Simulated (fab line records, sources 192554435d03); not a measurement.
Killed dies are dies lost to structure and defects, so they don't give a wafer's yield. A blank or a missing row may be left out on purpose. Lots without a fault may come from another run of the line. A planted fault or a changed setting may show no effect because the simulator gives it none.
One fault seen from 2 desks | flow n5_finfet | each desk has only its own numbers; what lay behind them comes last

THE METROLOGY DESK
What the gauges read, lot by lot, whatever tool the lot ran on: means of the sampled wafers that have a number. A lot is out of limits, marked OUT, if its mean lies more than 4 standard deviations from the usual mean; the brackets give that distance.
Columns: A = trench_depth_nm at N5_BEOL_M13_OCD_MEAS_35, usual 411 nm
lot  | first seen here | A
L186 | day 11 18:07    | 412
L188 | day 13 03:49    | 412
L199 | day 16 00:16    | 405
L198 | day 16 08:31    | 408
L203 | day 17 11:40    | 411
L208 | day 19 02:55    | 420
This desk's finding: nothing out of limits on any of the 6 lots.

THE TOOL OWNER'S DESK: pvd_sputter-02
The tool's own readings at N5_BEOL_M13_SPUTTER_45 (material Cu, target thk 80 nm, time 13.33 s): means of the sampled wafers that have a number, for each lot that ran on this tool. A lot is out of limits, marked OUT, if its mean lies more than 4 standard deviations from the usual mean; the brackets give that distance.
Columns: A = cathode_dc_power_W at N5_BEOL_M13_SPUTTER_45, usual 26000 W; B = throttle_valve_pct at N5_BEOL_M13_SPUTTER_45, usual 30.2 %
lot  | first seen here | A                       | B
L186 | day 11 19:36    | 26002                   | 29.9
L199 | day 16 01:55    | 27811 (+99 or more) OUT | 30.3
L203 | day 17 12:29    | 27819 (+99 or more) OUT | 29.2
This desk's finding: out of limits on L199, L203; first on L199, day 16 01:55 (cathode_dc_power_W at N5_BEOL_M13_SPUTTER_45). In limits: L186.

PUT TOGETHER
The tool owner's desk could have raised an alarm at day 16 01:55, on L199, L203.
The metrology desk saw nothing out of limits.
The metrology desk has L199, L203 on record, within its limits.
Of the lots named, all ran N5_BEOL_M13_SPUTTER_45 on pvd_sputter-02.

WHAT THE SIMULATOR HAD PUT IN
Process parameter drift: pvd_sputter-02, from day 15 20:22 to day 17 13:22, at N5_BEOL_M13_SPUTTER_45. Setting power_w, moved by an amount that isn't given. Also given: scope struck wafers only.
Lots struck among those shown: L199, L203.
Hours from the fault's start to each desk's first reading out of limits: the tool owner's desk, 6.
